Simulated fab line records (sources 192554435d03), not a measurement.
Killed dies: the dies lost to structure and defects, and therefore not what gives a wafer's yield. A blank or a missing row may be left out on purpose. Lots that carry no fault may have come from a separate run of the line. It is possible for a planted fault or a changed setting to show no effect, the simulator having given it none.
Comparing a struck lot with a sound one | flow n5-finfet | 40 out of 1938 route steps
Sound: these wafers, L933.1, L933.3, L933.6. Struck: wafers L937.5, L937.6 (left out: L937.4, a lot-mate that was not struck); the cause follows at the end.
Order at every step that has rows: each side's tool, ch and its chambers, its first start. Under that, the readings that differ: sound wafers | struck wafers | difference of the means | sigmas: that difference in standard deviations of wafers without a fault.
alike: a reading whose means differ by less than 2 such deviations, as well as words and numbers matching on both sides. not compared: withheld readings; readings where some wafer has no value; bounds like >300 that might hide an equal value; numbers whose values overlap and for which the record gives no deviation.
The two part at a step that has a row with sigmas, a row that says differs or no value, or rows on one side only. Numbers that don't overlap but have no deviation are shown without sigmas and don't part them. A reading missing from all wafers of one side parts the sides only when that side holds two or more wafers.

first, 11 steps without rows for these wafers: N5_STI_FIN_REVEAL_ALD_14 (deposits Si3N4, target thk 3 nm); N5_STI_FIN_REVEAL_FCVD_FILL_01 (material SiO2 flowable, target thk 312 nm, time 512.2 s); N5_STI_FIN_REVEAL_DENSIFY_02 (time 1800 s); N5_STI_FIN_REVEAL_CMP_04 (polishes, stops on Si3N4, t overpolish 4 s, target thk 131.83 nm); N5_STI_FIN_REVEAL_DENSIFY_30; N5_STI_FIN_REVEAL_ETCHBACK_08 (etches SiO2 in C4F6/O2, target depth 30.5 nm, time 10.167 s); N5_STI_FIN_REVEAL_STRIP_24 (strips in N2/H2, time 90 s); N5_STI_FIN_REVEAL_PRECLEAN_25 (cleans in SPM, time 90 s); N5_STI_FIN_REVEAL_PRECLEAN_26 (cleans in SC1, time 45 s); N5_STI_FIN_REVEAL_PRECLEAN_29 (cleans in DHF, time 30 s); N5_STI_FIN_REVEAL_SRD_12 (time 30 s).
N5_STI_FIN_REVEAL_RECESS_09: chemistry HF/NH3, target SiO2, afs cycles 11, target depth 42.5 nm, sublimation time 60 s.
  sound on vapor-etch-01 ch 0,1, day 2 18:10; struck on vapor-etch-01 ch 0,1, day 3 17:16
  alike: drypump-motor-current-A
then, 10 steps without rows for these wafers: N5_STI_FIN_REVEAL_STRIP_16 (strips SiNx in H3PO4, target depth 23.8 nm); N5_STI_FIN_REVEAL_PRECLEAN_17 (cleans in NF3:NH3, afs cycles 1, time 20 s, sublimation time 60 s); N5_STI_FIN_REVEAL_ETCH_34 (etches Si in H2, material Si, target depth 0.97 nm); N5_STI_FIN_REVEAL_OXIDATION_31 (chemistry O2 PLASMA REMOTE, time 20 s); N5_STI_FIN_REVEAL_PRECLEAN_32 (cleans in NF3:NH3, afs cycles 1, time 20 s, sublimation time 60 s); N5_STI_FIN_REVEAL_STRIP_35 (strips Si3N4 in H3PO4, target depth 4 nm, time 39 s); N5_STI_FIN_REVEAL_SRD_21 (time 30 s); N5_STI_FIN_REVEAL_OXIDATION_33 (chemistry O2 PLASMA REMOTE, time 20 s); N5_STI_FIN_REVEAL_CLEAN_19 (cleans in O3/DIW, time 120 s); N5_STI_FIN_REVEAL_SRD_23 (time 30 s).
N5_STI_FIN_REVEAL_FIN_H_MEAS_10:
  sound on ocd-02, day 2 20:52; struck on ocd-01, day 3 19:26
  reading              | sound          | struck    | difference | sigmas
  trench-depth-nm (nm) | 52.8 52.2 52.7 | 47.7 46.4 | -5.5       | -8
then, 15 steps without rows for these wafers: N5_STI_FIN_REVEAL_PRECLEAN_18 (cleans in SC2, time 45 s); N5_STI_FIN_REVEAL_SRD_28 (time 30 s); N5_DUMMY_GATE_PRECLEAN_00 (cleans in O3/DIW, time 60 s); N5_DUMMY_GATE_SRD_01 (time 30 s); N5_DUMMY_GATE_ALD_02 (deposits SiO2, target thk 2 nm, pulse time 1 s); N5_DUMMY_GATE_CVD_03 (deposits a-Si from SiH4, target thk 150 nm, time 8042 s); N5_DUMMY_GATE_PRECLEAN_46 (cleans in DIW, time 89.5 s); N5_DUMMY_GATE_SRD_47 (dry time 32 s); N5_DUMMY_GATE_CMP_04 (polishes a-Si); N5_DUMMY_GATE_HM_DEP_06 (deposits SiNx from DCS/NH3, target thk 80 nm, time 5141 s); N5_DUMMY_GATE_PECVD_30 (deposits SiO2 from TEOS/O2, target thk 55 nm, time 10.8 s); N5_DUMMY_GATE_COAT_34 (time 60 s, resist thk 60 nm); N5_DUMMY_GATE_COAT_35 (time 60 s, resist thk 10 nm); N5_DUMMY_GATE_COAT_28 (time 60 s, resist thk 10 nm); N5_DUMMY_GATE_COAT_09 (resist thk 30 nm).
-- here the record skips 7 days between the struck wafers' starts before and after, leaving off in module DUMMY_GATE and picking up in module BEOL_M4 (first step shown: number 1111 of the route) --
N5_BEOL_M4_RC_MEAS_101:
  sound on prober-02 ch 0, day 9 01:44; struck on prober-02 ch 0, day 11 02:08
  reading            | sound          | struck    | difference | sigmas
  IOFF_N (nA/um)     | 0.17 0.14 0.14 | 0.17 0.55 | +0.21      | +7
  IOFF_N_85C (nA/um) | 3.3 2.9 2.7    | 3.3 8.8   | +3.1       | +6
  IOFF_P (nA/um)     | 0.19 0.18 0.17 | 0.21 0.31 | +0.08      | +3
  IOFF_P_85C (nA/um) | 3.4 3.2 3.2    | 3.8 5.1   | +1.2       | +2
  ION_N (uA/um)      | 676 667 660    | 608 603   | -62        | -6
  ION_P (uA/um)      | 449 448 451    | 419 415   | -32        | -4
  SS_N (mV/dec)      | 72.3 71.9 72.2 | 74.8 84.8 | +7.7       | +12
  SS_P (mV/dec)      | 74.2 73.7 73.3 | 74.9 76.5 | +2.0       | +3
  alike: DIBL_N, DIBL_P, VT_N, VT_P
-- a jump in the record: the struck wafers' starts before and after are 4 days apart (it breaks off in module BEOL_M4 and resumes in module PASSIVATION, where the first step shown is number 1936 of the route) --
N5_PASSIVATION_PROBE_49:
  the record has rows for the struck wafers here (prober-01, day 15 05:14) and none for the sound ones

== WHERE THEY PART ==
Earliest at N5_STI_FIN_REVEAL_FIN_H_MEAS_10; latest, in this record, at N5_PASSIVATION_PROBE_49.

WHY: whatever the simulator had introduced
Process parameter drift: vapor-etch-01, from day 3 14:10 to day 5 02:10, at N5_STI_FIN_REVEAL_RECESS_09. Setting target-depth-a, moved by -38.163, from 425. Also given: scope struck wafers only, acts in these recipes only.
